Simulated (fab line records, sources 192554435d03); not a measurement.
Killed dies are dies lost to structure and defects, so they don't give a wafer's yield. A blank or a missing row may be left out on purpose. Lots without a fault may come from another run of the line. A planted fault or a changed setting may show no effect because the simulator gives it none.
Which tool did it? | flow n5_finfet | 9 lots, 27 wafers sampled, at 3 steps of a route of 1938

WHAT THE GAUGES READ, wafer by wafer
N5_HKMG_FIN_INSPECT_14: inspects for defects (macro).
lot  | measured    | on                | raw_defect_count
L409 | day 4 05:15 | defect_inspect-01 | 1 1 0
L411 | day 4 16:31 | defect_inspect-02 | 3 2 2
L414 | day 5 10:25 | defect_inspect-02 | 0 2 3
L416 | day 5 21:53 | defect_inspect-01 | 1 2 4
L423 | day 7 16:52 | defect_inspect-02 | >300 >300 >300
L426 | day 8 11:25 | defect_inspect-02 | >300 >300 >300
L429 | day 9 02:31 | defect_inspect-01 | 4 1 1
L430 | day 9 06:37 | defect_inspect-01 | 1 1 2
L431 | day 9 18:14 | defect_inspect-01 | 2 3 3

WHICH TOOL RAN EACH LOT (tool, then ch and the chambers of the sampled wafers, then the start)
lot  | N5_HKMG_FIN_WET_ETCH_77            | N5_HKMG_FIN_ALD_79
L409 | wet_bench-02 ch 4,6,7, day 4 03:10 | ald_metal-02 ch 0,1,2, day 4 03:16
L411 | wet_bench-04 ch 0,1,2, day 4 14:34 | ald_metal-03 ch 0,3, day 4 14:40
L414 | wet_bench-06 ch 0,5,6, day 5 08:10 | ald_metal-03 ch 0,2,3, day 5 08:20
L416 | wet_bench-04 ch 0,4,7, day 5 19:55 | ald_metal-02 ch 1,2, day 5 20:01
L423 | wet_bench-04 ch 3,4,7, day 7 14:43 | ald_metal-01 ch 0,2, day 7 14:49
L426 | wet_bench-04 ch 1,2,4, day 8 09:00 | ald_metal-01 ch 0,2,3, day 8 09:11
L429 | wet_bench-06 ch 4,6,7, day 9 00:25 | ald_metal-01 ch 0,1,3, day 9 00:31
L430 | wet_bench-02 ch 1,4,5, day 9 04:33 | ald_metal-01 ch 0,2,3, day 9 04:39
L431 | wet_bench-06 ch 5,6,7, day 9 16:17 | ald_metal-03 ch 1,2, day 9 16:23
- N5_HKMG_FIN_WET_ETCH_77: etches La2O3 in dHCl, stops on HfO2, target depth 2 nm.
- N5_HKMG_FIN_ALD_79: deposits TiN, target thk 1.5 nm, pulse time 1 s, purge time 3 s.

THE ANSWER, worked out from the rows above alone
Rule: what is usual is taken from the lots themselves. Put in order of their means at a reading, lots are off if they are a third of the lots or fewer, leave a main group of 4 or more, and stand apart from it by a gap of 3 or more times the standard deviation of the main group's means; of several such gaps the widest counts. A main group whose means are all the same, to the digits that the tables above print for the reading, isn't used. A lot without any number at a reading at which 4 lots or more have one is off too. The other lots that the step has rows for count as sound.
Off: L423, L426, at N5_HKMG_FIN_INSPECT_14 (raw_defect_count). Without a number there: L423, L426. The main group: mean 1.9, standard deviation 0.64.
A tool fits if, at a process step before that reading, it ran every lot that is off, and no sound lot after the first of them. The gauges at N5_HKMG_FIN_INSPECT_14 are tried like those tools. Can't be told from this: 2 tools fit, wet_bench-04 at N5_HKMG_FIN_WET_ETCH_77, defect_inspect-02 at N5_HKMG_FIN_INSPECT_14.

WHAT THE SIMULATOR HAD PUT IN
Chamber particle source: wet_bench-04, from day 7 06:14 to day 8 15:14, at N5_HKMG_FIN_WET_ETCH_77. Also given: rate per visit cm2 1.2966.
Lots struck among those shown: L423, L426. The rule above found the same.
